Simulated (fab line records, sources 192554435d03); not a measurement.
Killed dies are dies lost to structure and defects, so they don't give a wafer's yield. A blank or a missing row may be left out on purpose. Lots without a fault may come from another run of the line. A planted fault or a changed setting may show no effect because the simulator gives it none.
Chamber matching | flow n5_finfet | N5_BEOL_M0_SAQP_SPACER2_ALD_26 on ald_sin-04: 4 sister chambers
The step deposits SiO2, target thk 15 nm, pulse time 1 s, purge time 2 s. 8 wafers are shown with their chamber, then 12 later ones without.

WAFERS WITH THEIR CHAMBER
wafer  | chamber | heater_power_w (W) | susceptor_temp_C (C)
L082.4 | 3       | 521                | 299.55
L084.6 | 1       | 441                | 299.99
L086.3 | 2       | 511                | 299.94
L086.4 | 1       | 429                | 300.19
L086.6 | 0       | 417                | 300.32
L087.2 | 0       | 398                | 299.86
L087.3 | 3       | 541                | 300.26
L087.4 | 2       | 500                | 300.16

WAFERS WITHOUT THEIR CHAMBER
wafer  | heater_power_w (W) | susceptor_temp_C (C)
L088.3 | 547                | 299.68
L088.4 | 488                | 299.97
L088.5 | 409                | 299.75
L091.1 | 446                | 300.06
L091.5 | 451                | 300.04
L091.6 | 503                | 299.94
L092.1 | 496                | 300.10
L092.3 | 449                | 300.29
L092.4 | 544                | 300.13
L094.2 | 446                | 299.91
L094.3 | 497                | 300.26
L094.5 | 540                | 300.19

WHICH CHAMBER EACH WENT THROUGH
wafer  | from the rows above     | in truth
L088.3 | 3                       | 3
L088.4 | 2                       | 2
L088.5 | can't be placed: 0 or 1 | 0
L091.1 | 1                       | 1
L091.5 | 1                       | 1
L091.6 | 2                       | 2
L092.1 | 2                       | 2
L092.3 | 1                       | 1
L092.4 | 3                       | 3
L094.2 | 1                       | 1
L094.3 | 2                       | 2
L094.5 | can't be placed: 3 or 2 | 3
Placed correctly: 10 of 12. Can't be placed from these rows: 2 (the true chamber is among the candidates in 2). Placed wrongly: 0.
How it was worked out, from the rows above alone: a wafer's distance from a chamber is the root of the sum, over the readings, of the square of ((its reading less the chamber's mean) divided by the reading's scatter). The wafer belongs to the nearest chamber; if the next one is less than 2 further off, it can't be placed. A chamber's mean is the mean of its shown wafers. The scatter: the root of (the sum of the squares of (reading less its chamber's mean) over the shown wafers, divided by (wafers less chambers)).
